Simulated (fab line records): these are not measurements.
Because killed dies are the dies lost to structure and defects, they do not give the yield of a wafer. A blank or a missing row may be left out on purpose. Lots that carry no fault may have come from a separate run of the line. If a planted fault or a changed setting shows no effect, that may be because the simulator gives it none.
What tool caused it?    flow n5_finfet    10 lots with 30 wafers sampled at 6 steps, on a route of 1938 steps

WHAT EACH GAUGE READ, for each wafer
N5_BEOL_M1_THK_MEAS_01. Usual: M1_ILD_THK 79.2 nm, standard deviation 1.
lot   measured      on             M1_ILD_THK (nm)   flag
L645  day 6 14:15   film_metro-01  79.4 80.4 80.3    
L650  day 7 22:07   film_metro-02  78.7 79.7 80.0    
L652  day 8 07:22   film_metro-01  79.5 79.7 78.7    
L654  day 8 21:31   film_metro-02  78.5 77.6 79.4    
L655  day 9 03:26   film_metro-01  79.5 78.3 79.0    
L656  day 9 08:47   film_metro-02  79.3 78.3 81.4    
L662  day 10 17:12  film_metro-02  135.9 80.4 135.3  OFF
L660  day 10 19:24  film_metro-01  135.0 79.5 134.3  OFF
L663  day 11 02:47  film_metro-02  78.6 78.9 79.8    
L666  day 11 20:01  film_metro-01  77.9 79.4 79.5    

N5_BEOL_M4_RC_MEAS_101. Usual: DIBL_N 36.0 mV/V, standard deviation 2; DIBL_P 36.2 mV/V, standard deviation 2.2; IOFF_N 0.16 nA/um, standard deviation 0.034; IOFF_P 0.21 nA/um, standard deviation 0.04; ION_N 675 uA/um, standard deviation 12; ION_P 463 uA/um, standard deviation 7.2; SS_N 71.6 mV/dec, standard deviation 0.6; SS_P 73.3 mV/dec, standard deviation 0.67; VT_N 250 mV, standard deviation 3; VT_P -251 mV, standard deviation 3.4.
lot   measured      on         DIBL_N (mV/V)   DIBL_P (mV/V)   IOFF_N (nA/um)  IOFF_P (nA/um)  ION_N (uA/um)  ION_P (uA/um)  SS_N (mV/dec)   SS_P (mV/dec)   VT_N (mV)    VT_P (mV)       flag
L645  day 8 20:47   prober-02  33.9 35.8 33.0  35.7 37.6 34.6  0.13 0.15 0.11  0.18 0.19 0.16  667 680 648    460 460 445    71.1 71.4 71.1  73.1 73.6 72.9  251 248 255  -252 -253 -255  
L650  day 10 01:41  prober-01  38.6 36.6 37.7  39.9 37.6 38.0  0.24 0.20 0.22  0.29 0.25 0.26  697 680 693    474 462 470    72.4 71.6 72.3  74.3 73.6 73.6  242 245 245  -245 -248 -248  
L652  day 10 11:44  prober-01  34.5 34.3 34.4  35.0 34.6 34.0  0.14 0.13 0.13  0.21 0.20 0.18  673 668 670    467 465 460    70.8 70.4 71.1  72.9 72.5 72.6  249 252 252  -248 -251 -251  
L654  day 11 02:45  prober-01  40.9 40.6 39.4  40.8 40.0 38.3  0.20 0.20 0.18  0.26 0.25 0.22  700 687 697    469 466 470    71.1 71.7 71.0  75.2 74.1 74.0  247 247 249  -249 -249 -250  
L655  day 11 05:12  prober-01  37.9 37.9 35.4  39.9 39.9 36.6  0.20 0.20 0.16  0.28 0.29 0.24  682 694 678    468 481 470    72.1 72.4 71.5  74.6 73.7 73.3  244 245 248  -246 -246 -248  
L656  day 11 09:48  prober-01  37.6 35.4 39.6  38.4 36.5 41.7  0.19 0.17 0.26  0.25 0.22 0.33  678 679 688    467 470 481    71.1 71.9 72.7  73.8 73.1 74.7  250 249 242  -248 -248 -241  
L662  day 12 11:35  prober-02  39.6            39.8            0.24            0.31            696            475            73.1            74.0            248          -246            
L660  day 12 16:11  prober-02  35.0            35.1            0.13            0.19            669            453            71.7            73.5            253          -253            
L663  day 13 21:14  prober-02  38.0 38.9 38.2  38.2 39.1 38.4  0.18 0.20 0.18  0.23 0.27 0.23  675 683 682    462 470 469    71.4 72.0 72.5  74.1 74.2 74.7  250 248 248  -248 -247 -247  
L666  day 14 05:08  prober-01  34.0 35.2 35.9  33.6 34.5 34.8  0.12 0.14 0.15  0.18 0.19 0.19  669 666 673    459 456 456    71.1 71.7 71.7  73.0 73.5 72.7  253 252 250  -252 -254 -253  

TOOL THAT RAN EACH LOT (tool first, then ch and the chambers of the sampled wafers, then the start)
lot   N5_BEOL_M0_PRE_CLEAN_131          N5_BEOL_M0_CO_CAP_123             N5_BEOL_M1_ILD_DEP_00            N5_BEOL_M1_HM_DEP_02
L645  cvd_co-01 ch 0,2, day 6 13:52     cvd_co-01 ch 0,2, day 6 13:56     pecvd-03 ch 0,1,2, day 6 14:11   pvd_sputter-02, day 6 16:11
L650  cvd_co-01 ch 0,2, day 7 21:46     cvd_co-01 ch 0,2, day 7 21:48     pecvd-04 ch 0,2, day 7 22:03     pvd_sputter-02, day 8 00:54
L652  cvd_co-01 ch 1,2, day 8 07:00     cvd_co-01 ch 1,2, day 8 07:02     pecvd-03 ch 0,1, day 8 07:17     pvd_sputter-03, day 8 07:59
L654  cvd_co-01 ch 0,2, day 8 21:10     cvd_co-01 ch 0,2, day 8 21:13     pecvd-04 ch 0,1,2, day 8 21:28   pvd_sputter-03, day 9 00:06
L655  cvd_co-02 ch 0,1,2, day 9 03:05   cvd_co-02 ch 0,1,2, day 9 03:07   pecvd-02 ch 0,1,2, day 9 03:22   pvd_sputter-03, day 9 04:45
L656  cvd_co-01 ch 0,1,2, day 9 08:26   cvd_co-01 ch 0,1,2, day 9 08:29   pecvd-04 ch 0,1, day 9 08:44     pvd_sputter-02, day 9 09:28
L662  cvd_co-01 ch 0,1, day 10 16:47    cvd_co-01 ch 0,1, day 10 16:51    pecvd-04 ch 0,1,2, day 10 17:08  pvd_sputter-03, day 10 17:58
L660  cvd_co-02 ch 0,1,2, day 10 19:01  cvd_co-02 ch 0,1,2, day 10 19:04  pecvd-04 ch 0,1, day 10 19:19    pvd_sputter-03, day 10 21:20
L663  cvd_co-02 ch 0,2, day 11 02:26    cvd_co-02 ch 0,2, day 11 02:28    pecvd-02 ch 1,2, day 11 02:43    pvd_sputter-03, day 11 04:05
L666  cvd_co-01 ch 1,2, day 11 19:39    cvd_co-01 ch 1,2, day 11 19:41    pecvd-02 ch 0,2, day 11 19:56    pvd_sputter-02, day 11 22:06
- N5_BEOL_M0_PRE_CLEAN_131: time 15 s.
- N5_BEOL_M0_CO_CAP_123: material Co, precursor CCTBA/H2, target thk 2 nm, time 102.1 s.
- N5_BEOL_M1_ILD_DEP_00: deposits SiOC from DEMS/O2, target thk 79 nm, time 15.3 s.
- N5_BEOL_M1_HM_DEP_02: deposits TiN, target thk 20 nm.

AS READ BY THE TOOLS THEMSELVES (means over the sampled wafers that have a number; for cases with no such wafer, the mark the record gives instead)
N5_BEOL_M0_PRE_CLEAN_131. Usual: heater_power_w reads 76 W (standard deviation 8.6).
lot   tool       heater_power_w (W)  flag
L645  cvd_co-01  78                  
L650  cvd_co-01  78                  
L652  cvd_co-01  67                  
L654  cvd_co-01  77                  
L655  cvd_co-02  80                  
L656  cvd_co-01  75                  
L662  cvd_co-01  71                  
L660  cvd_co-02  79                  
L663  cvd_co-02  77                  
L666  cvd_co-01  72                  

N5_BEOL_M0_CO_CAP_123. Usual: heater_power_w reads 225 W (standard deviation 12).
lot   tool       heater_power_w (W)  flag
L645  cvd_co-01  225                 
L650  cvd_co-01  226                 
L652  cvd_co-01  213                 
L654  cvd_co-01  228                 
L655  cvd_co-02  231                 
L656  cvd_co-01  221                 
L662  cvd_co-01  218                 
L660  cvd_co-02  234                 
L663  cvd_co-02  224                 
L666  cvd_co-01  221                 

N5_BEOL_M1_ILD_DEP_00. Usual: heater_power_w 463 W, standard deviation 67; showerhead_plenum_p_Torr 5.694 Torr, standard deviation 0.018; throttle_valve_pct 11.7 %, standard deviation 0.65.
lot   tool      heater_power_w (W)  showerhead_plenum_p_Torr (Torr)  throttle_valve_pct (%)  flag
L645  pecvd-03  496                 5.692                            12.0                    
L650  pecvd-04  492                 5.699                            11.1                    
L652  pecvd-03  472                 5.679                            11.5                    
L654  pecvd-04  504                 5.704                            11.4                    
L655  pecvd-02  395                 5.690                            11.8                    
L656  pecvd-04  503                 5.706                            11.7                    
L662  pecvd-04  515                 5.706                            11.6                    
L660  pecvd-04  512                 5.710                            12.0                    
L663  pecvd-02  455                 5.700                            11.1                    
L666  pecvd-02  471                 5.704                            11.4                    

N5_BEOL_M1_HM_DEP_02. Usual: throttle_valve_pct reads 30.0 % (standard deviation 0.96).
lot   tool            throttle_valve_pct (%)  flag
L645  pvd_sputter-02  30.9                    
L650  pvd_sputter-02  30.9                    
L652  pvd_sputter-03  29.2                    
L654  pvd_sputter-03  29.9                    
L655  pvd_sputter-03  29.1                    
L656  pvd_sputter-02  30.9                    
L662  pvd_sputter-03  29.3                    
L660  pvd_sputter-03  29.5                    
L663  pvd_sputter-03  29.4                    
L666  pvd_sputter-02  29.7                    

THE ANSWER, worked out from the rows above alone
Rule: take the mean of a lot's wafers that have a number; if it is more than 3 standard deviations from the usual mean, the lot is off. Also off: a lot with no number at a reading for which 4 or more lots have one. The other lots that the step has rows for count as sound. First the gauges in route order, then the tools' own readings, where a lot's mean is used as printed above. The first step at which some lot is off is used, and at that step the reading that is off furthest; a lot without a number counts as furthest.
Off: at N5_BEOL_M1_THK_MEAS_01 (M1_ILD_THK), L662, L660.
If a tool, at a process step before that reading, ran all the lots that are off and no sound lot after the first of them, it fits. Those tools and the gauges at N5_BEOL_M1_THK_MEAS_01 are tried in the same way. One candidate fits, namely pecvd-04 at N5_BEOL_M1_ILD_DEP_00. Its last sound lot is L656 (day 9 08:44), its first lot that is off L662 (day 10 17:08): a fault that began between those two fits.

WHAT THE SIMULATOR PUT IN
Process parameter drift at N5_BEOL_M1_ILD_DEP_00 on pecvd-04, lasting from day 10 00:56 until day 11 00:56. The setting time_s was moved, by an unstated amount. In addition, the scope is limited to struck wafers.
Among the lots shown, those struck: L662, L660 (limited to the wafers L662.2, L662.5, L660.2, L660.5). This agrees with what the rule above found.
